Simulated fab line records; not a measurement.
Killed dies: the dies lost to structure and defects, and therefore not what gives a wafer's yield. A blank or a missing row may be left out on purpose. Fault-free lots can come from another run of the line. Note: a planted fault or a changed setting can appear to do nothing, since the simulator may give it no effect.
Chamber matching	flow nandHarc	3 sister chambers for NHARC_A_STAIRCASE_ETCH_201 on rieDiel-09
The step etches the open film in C4F8/O2, target depth 100 nm, time 40.5 s. 6 wafers are shown with their chamber, then 7 later ones without.

== EACH WAFER AND ITS CHAMBER ==
wafer	chamber	rfVppV (V)	oesProductAu (a.u.)
L201.3	2	897	0.951
L207.1	3	891	0.967
L207.5	2	898	0.935
L207.6	1	902	0.923
L210.2	3	891	0.931
L210.3	1	901	0.927

== WAFERS MISSING THEIR CHAMBER ==
wafer	rfVppV (V)	oesProductAu (a.u.)
L210.6	901	0.921
L213.2	902	0.989
L213.4	896	0.982
L213.5	903	0.983
L214.1	890	0.925
L214.2	896	0.915
L214.3	901	0.917

== WHICH CHAMBER EACH WENT THROUGH ==
wafer	from the rows above	in truth
L210.6	1	1
L213.2	1	1
L213.4	2	2
L213.5	1	1
L214.1	3	3
L214.2	2	2
L214.3	1	1
Correct placement for 7 of the 7. Not placeable from these rows: 0. Placed wrongly: 0.
How it was worked out, from the rows above alone: a wafer's distance from a chamber is the root of the sum, over the readings, of the square of ((its reading less the chamber's mean) divided by the reading's scatter). The wafer belongs to the nearest chamber; if the next one is less than 2 further off, it can't be placed. A chamber's mean is the mean of its shown wafers. How the scatter is found: for the shown wafers, subtract from each reading the mean of its chamber, square and add these, divide the total by (wafers less chambers), then take the root.
